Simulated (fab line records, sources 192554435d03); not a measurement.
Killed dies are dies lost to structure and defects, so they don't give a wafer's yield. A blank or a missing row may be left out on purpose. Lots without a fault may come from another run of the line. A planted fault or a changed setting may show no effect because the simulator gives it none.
Split-lot experiment | flow n5_finfet | 7 lots, 39 wafers read, on a route of 1938 steps

THE SPLIT
At N5_BEOL_M8_DESCUM_16 (chemistry O2, time 7.9 s), the setting time_s was moved away from the recipe's 7.9 s on 12 of the 39 wafers read, by -56.4% to -21.1%. The other wafers ran this setting at the recipe's value.

The reading is taken at the split's own step.

THE READING
CAR-ArF_of_BEOL_M8_COAT_05.thk_nm (the simulator's own value, which no gauge read), in nm, at N5_BEOL_M8_DESCUM_16 (chemistry O2, time 7.9 s). The file gives no usual value for it. The 27 wafers here that ran the recipe average 83.5 nm, standard deviation 0.27 nm.

wafer  | tool, chamber at the split | time_s as run, s | against the recipe | CAR-ArF_of_BEOL_M8_COAT_05.thk_nm, nm | against lot-mates on the recipe
L075.1 | rie_diel-06, 3             | 7.9              | recipe             | 83.4                                  | -
L075.2 | rie_diel-06, 1,3           | 5.643            | -28.6%             | 84.8                                  | +1.5
L075.6 | rie_diel-06, 1,3           | 5.643            | -28.6%             | 84.8                                  | +1.5
L075.3 | rie_diel-06, 2             | 7.9              | recipe             | 83                                    | -
L075.4 | rie_diel-06, 1             | 7.9              | recipe             | 83.6                                  | -
L075.5 | rie_diel-06, 2             | 5.643            | -28.6%             | 84.6                                  | +1.3
L079.1 | rie_diel-06, 1,2,3         | 3.612            | -54.3%             | 86                                    | +2.6
L079.3 | rie_diel-06, 1,2,3         | 3.612            | -54.3%             | 86                                    | +2.6
L079.4 | rie_diel-06, 1,2,3         | 3.612            | -54.3%             | 86                                    | +2.6
L079.2 | rie_diel-06, 0             | 7.9              | recipe             | 83.6                                  | -
L079.5 | rie_diel-06, 3             | 7.9              | recipe             | 83.4                                  | -
L079.6 | rie_diel-06, 0             | 7.9              | recipe             | 83.2                                  | -
L085.1 | rie_diel-05, 3             | 7.9              | recipe             | 83.4                                  | -
L085.2 | rie_diel-05, 0,1           | 3.443            | -56.4%             | 85.8                                  | +2.7
L085.3 | rie_diel-05, 0,1           | 3.443            | -56.4%             | 85.8                                  | +2.7
L085.4 | rie_diel-05, 2             | 3.443            | -56.4%             | 86                                    | +2.9
L085.5 | rie_diel-05, 0             | 7.9              | recipe             | 83                                    | -
L085.6 | rie_diel-05, 3             | 7.9              | recipe             | 82.8                                  | -
L087.1 | rie_diel-05, 0,2           | 7.9              | recipe             | 83.6                                  | -
L087.3 | rie_diel-05, 0,2           | 7.9              | recipe             | 83.6                                  | -
L087.2 | rie_diel-05, 1,3           | 6.237            | -21.1%             | 84.6                                  | +1.1
L087.6 | rie_diel-05, 1,3           | 6.237            | -21.1%             | 84.6                                  | +1.1
L087.4 | rie_diel-05, 3             | 7.9              | recipe             | 83.4                                  | -
L087.5 | rie_diel-05, 2             | 6.237            | -21.1%             | 84.4                                  | +0.9
L090.1 | rie_diel-04, 1             | 7.9              | recipe             | 83.4                                  | -
L090.2 | rie_diel-04, 2,3,0,0       | 7.9              | recipe             | 83.8                                  | -
L090.3 | rie_diel-04, 2,3,0,0       | 7.9              | recipe             | 83.8                                  | -
L090.4 | rie_diel-04, 2,3,0,0       | 7.9              | recipe             | 83.8                                  | -
L090.6 | rie_diel-04, 2,3,0,0       | 7.9              | recipe             | 83.8                                  | -
L090.5 | rie_diel-04, 1             | 7.9              | recipe             | 83.6                                  | -
L095.1 | rie_diel-04, 3,0           | 7.9              | recipe             | 83.4                                  | -
L095.4 | rie_diel-04, 3,0           | 7.9              | recipe             | 83.4                                  | -
L095.2 | rie_diel-04, 2,1,1         | 7.9              | recipe             | 83.6                                  | -
L095.3 | rie_diel-04, 2,1,1         | 7.9              | recipe             | 83.6                                  | -
L095.6 | rie_diel-04, 2,1,1         | 7.9              | recipe             | 83.6                                  | -
L095.5 | rie_diel-04, 2             | 7.9              | recipe             | 83.8                                  | -
L097.1 | rie_diel-05, 1             | 7.9              | recipe             | 83                                    | -
L097.3 | rie_diel-05, 2             | 7.9              | recipe             | 83.2                                  | -
L097.6 | rie_diel-05, 3             | 7.9              | recipe             | 83.4                                  | -
Where a row lists several chambers, the file gives one row for several wafers and doesn't say which wafer went through which chamber.

THE FIT
A straight line over all 39 wafers: CAR-ArF_of_BEOL_M8_COAT_05.thk_nm changes by -0.045 nm for each +1% of time_s; r = -0.97; the points scatter about the line by 0.24 nm.
The same after taking each lot's own level away (the mean of its wafers on the recipe; 39 wafers): -0.0488 nm for each +1%; r = -0.99; scatter 0.16 nm.
On that fit, the largest move of time_s shifts the reading by 2.8 nm.
The lots' own levels span 83.07 to 83.70 nm, that is 2.3 times the standard deviation above.
So the lot-to-lot level changes the slope little: the two slopes agree.
Check: with one of the wafers moved furthest among these (-56.4%) left out of the fit, the line predicts +2.75 nm for it against its lot-mates. It came out at +2.73 nm against them.

THE FILE'S OWN FIT
CAR-ArF_of_BEOL_M8_COAT_05.thk_nm changes by -0.0487 nm for each +1% of time_s, r = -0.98.
